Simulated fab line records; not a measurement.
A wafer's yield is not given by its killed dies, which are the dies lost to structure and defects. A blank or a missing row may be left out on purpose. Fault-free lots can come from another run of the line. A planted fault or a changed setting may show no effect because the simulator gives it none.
Which tool is to blame?	flow nandHarc	15 lots with 42 wafers sampled at 5 steps, on a route of 1302 steps

## WHAT THE GAUGES SHOWED, per wafer
NHARC_A_CONTACT_CD_MEAS_53. Usual: cdNm reads 289.7 nm (standard deviation 0.65).
lot	measured	on	cdNm (nm)	flag
L861	day 22 01:29	cdSem-01	290.2 291.0 290.3	
L859	day 22 02:46	cdSem-01	290.5 289.6 290.0	
L860	day 22 11:47	cdSem-03	289.0 289.9 289.3	
L862	day 22 16:13	cdSem-03	289.9 290.3 290.1	
L863	day 23 01:49	cdSem-01	290.4 290.5 290.1	
L866	day 25 01:32	cdSem-01	289.9 290.4 289.9	
L871	day 26 06:49	cdSem-03	290.2 289.7	
L872	day 26 15:00	cdSem-02	289.6 288.9	
L873	day 27 14:25	cdSem-01	291.2 290.4	
L874	day 27 20:04	cdSem-01	290.2 289.9 290.6	
L878	day 29 11:09	cdSem-01	288.6 289.1 289.1	
L879	day 29 17:41	cdSem-03	289.5 289.9 289.2	
L881	day 30 09:25	cdSem-03	289.6 289.2 290.2	
L880	day 30 12:10	cdSem-03	288.7 288.9 288.7	
L882	day 31 02:40	cdSem-02	289.1 288.9 289.3	

NHARC_END_SORT_01. Usual: killedAtArray 55, standard deviation 19; killedAtOther 0.8, standard deviation 1.1; killedAtPeriphery 4.0, standard deviation 2.6; killedDies 60, standard deviation 20; killedOpen 3.4, standard deviation 1.7; killedShort 2.6, standard deviation 1.5.
lot	measured	on	killedAtArray	killedAtOther	killedAtPeriphery	killedDies	killedOpen	killedShort	flag
L861	day 24 19:14	prober-02	79 74 77	2 0 1	3 5 1	84 79 79	4 2 2	0 5 4	
L859	day 24 19:12	prober-01	30 34 18	0 0 0	2 6 6	32 40 24	4 5 1	4 6 2	
L860	day 25 14:29	prober-02	46 41 39	0 1 0	2 5 5	48 47 44	4 2 5	2 1 4	
L862	day 25 07:27	prober-01	46 50 59	0 1 2	4 3 2	50 54 63	2 4 4	1 2 4	
L863	day 25 16:00	prober-01	67 69 100	0 0 1	6 4 4	73 73 105	3 4 3	0 2 1	
L866	day 27 21:37	prober-02	88 80 82	0 0 0	0 2 10	88 82 92	2 3 5	2 2 2	
L871	day 29 03:23	prober-01	39 40	2 1	0 3	41 44	3 3	3 0	
L872	day 29 12:03	prober-01	55 60	0 0	4 4	59 64	5 2	3 2	
L873	day 30 06:41	prober-02	44 43	0 0	6 4	50 47	5 4	0 3	
L874	day 30 14:07	prober-01	44 47 37	0 0 0	7 1 2	51 48 39	2 2 2	3 1 3	
L878	day 32 07:13	prober-01	66 82 82	2 2 2	2 2 1	70 86 85	2 2 2	1 3 3	
L879	day 32 18:13	prober-01	27 27 44	0 0 0	2 5 3	29 32 47	1 3 6	0 2 4	
L881	day 33 05:57	prober-02	66 77 63	0 0 0	3 0 3	69 77 66	1 7 2	1 4 3	
L880	day 33 06:01	prober-01	52 36 56	2 2 2	3 8 8	57 46 66	3 2 3	2 2 5	
L882	day 33 23:45	prober-02	38 31 35	0 1 0	2 3 3	40 35 38	1 3 4	4 2 2	

## EACH LOT AND THE TOOL THAT RAN IT (in order: tool; ch and the chambers of the sampled wafers; start)
lot	NHARC_A_CONTACT_ETCH_115	NHARC_A_CONTACT_ETCH_118	NHARC_A_CONTACT_SOFTBAKE_64
L861	harCapEtch-02 ch 0,1, day 21 22:56	harCapEtch-02 ch 0,1, day 21 23:26	lithoTrack-06 ch 0, day 22 06:00
L859	harCapEtch-03 ch 0,1, day 22 00:12	harCapEtch-03 ch 0,1, day 22 00:43	lithoTrack-06 ch 0, day 22 07:00
L860	harCapEtch-02 ch 0,1, day 22 09:15	harCapEtch-02 ch 0,1, day 22 09:46	lithoTrack-04 ch 0, day 22 16:00
L862	harCapEtch-02 ch 0,1, day 22 13:43	harCapEtch-02 ch 0,1, day 22 14:14	lithoTrack-06 ch 0, day 22 21:00
L863	harCapEtch-01 ch 0,1, day 22 23:17	harCapEtch-01 ch 0,1, day 22 23:48	lithoTrack-01 ch 0, day 23 06:00
L866	harCapEtch-02 ch 0,1, day 24 23:01	harCapEtch-02 ch 0,1, day 24 23:32	lithoTrack-04 ch 0, day 25 06:00
L871	harCapEtch-03 ch 0,1, day 26 04:17	harCapEtch-03 ch 0,1, day 26 04:47	lithoTrack-06 ch 0, day 26 14:00
L872	harCapEtch-03 ch 1, day 26 12:29	harCapEtch-03 ch 1, day 26 13:00	lithoTrack-06 ch 0, day 26 21:00
L873	harCapEtch-03 ch 0,1, day 27 11:55	harCapEtch-03 ch 0,1, day 27 12:26	lithoTrack-06 ch 0, day 27 19:00
L874	harCapEtch-01 ch 0,1, day 27 17:31	harCapEtch-01 ch 0,1, day 27 18:01	lithoTrack-04 ch 0, day 28 00:00
L878	harCapEtch-02 ch 0,1, day 29 08:37	harCapEtch-02 ch 0,1, day 29 09:08	lithoTrack-01 ch 0, day 29 16:00
L879	harCapEtch-03 ch 0,1, day 29 15:08	harCapEtch-03 ch 0,1, day 29 15:38	lithoTrack-04 ch 0, day 30 01:00
L881	harCapEtch-02 ch 0,1, day 30 06:52	harCapEtch-02 ch 0,1, day 30 07:23	lithoTrack-01 ch 0, day 30 13:00
L880	harCapEtch-01 ch 0,1, day 30 09:38	harCapEtch-01 ch 0,1, day 30 10:08	lithoTrack-04 ch 0, day 30 16:00
L882	harCapEtch-03 ch 0,1, day 31 00:07	harCapEtch-03 ch 0,1, day 31 00:38	lithoTrack-06 ch 0, day 31 07:00
- NHARC_A_CONTACT_ETCH_115: etches the open film in C4F8/O2/Ar, time 190 s, target depth 1850 nm.
- NHARC_A_CONTACT_ETCH_118: etches the open film in C4F8/O2/Ar, time 190 s, target depth 1850 nm.
- NHARC_A_CONTACT_SOFTBAKE_64: time 55 s.

## AS READ BY THE TOOLS THEMSELVES (means over the sampled wafers that have a number; for cases with no such wafer, the mark the record gives instead)
NHARC_A_CONTACT_SOFTBAKE_64. Usual: heaterPowerTotalW reads 188.46 W (standard deviation 0.13).
lot	tool	heaterPowerTotalW (W)	flag
L861	lithoTrack-06	188.40	
L859	lithoTrack-06	188.43	
L860	lithoTrack-04	188.50	
L862	lithoTrack-06	188.37	
L863	lithoTrack-01	188.55	
L866	lithoTrack-04	188.44	
L871	lithoTrack-06	255.88	OFF
L872	lithoTrack-06	255.71	OFF
L873	lithoTrack-06	255.79	OFF
L874	lithoTrack-04	188.52	
L878	lithoTrack-01	188.47	
L879	lithoTrack-04	188.34	
L881	lithoTrack-01	188.58	
L880	lithoTrack-04	188.37	
L882	lithoTrack-06	188.56	

## THE ANSWER, worked out from the rows above alone
Rule: take the mean of a lot's wafers that have a number; if it is more than 3 standard deviations from the usual mean, the lot is off. A lot without any number at a reading at which 4 lots or more have one is off too. The other lots that the step has rows for count as sound. Order of review: gauges by route order, followed by the tools' own readings, for which a lot's mean as printed above is used. The first step at which some lot is off is used, and at that step the reading that is off furthest; a lot without a number counts as furthest.
Off: L871, L872, L873, at NHARC_A_CONTACT_SOFTBAKE_64 (heaterPowerTotalW).
A tool fits if, at that step or a process step before it, it ran every lot that is off, and no sound lot after the first of them. Not one of the candidates tried fits.

## WHAT HAD BEEN PUT IN BY THE SIMULATOR
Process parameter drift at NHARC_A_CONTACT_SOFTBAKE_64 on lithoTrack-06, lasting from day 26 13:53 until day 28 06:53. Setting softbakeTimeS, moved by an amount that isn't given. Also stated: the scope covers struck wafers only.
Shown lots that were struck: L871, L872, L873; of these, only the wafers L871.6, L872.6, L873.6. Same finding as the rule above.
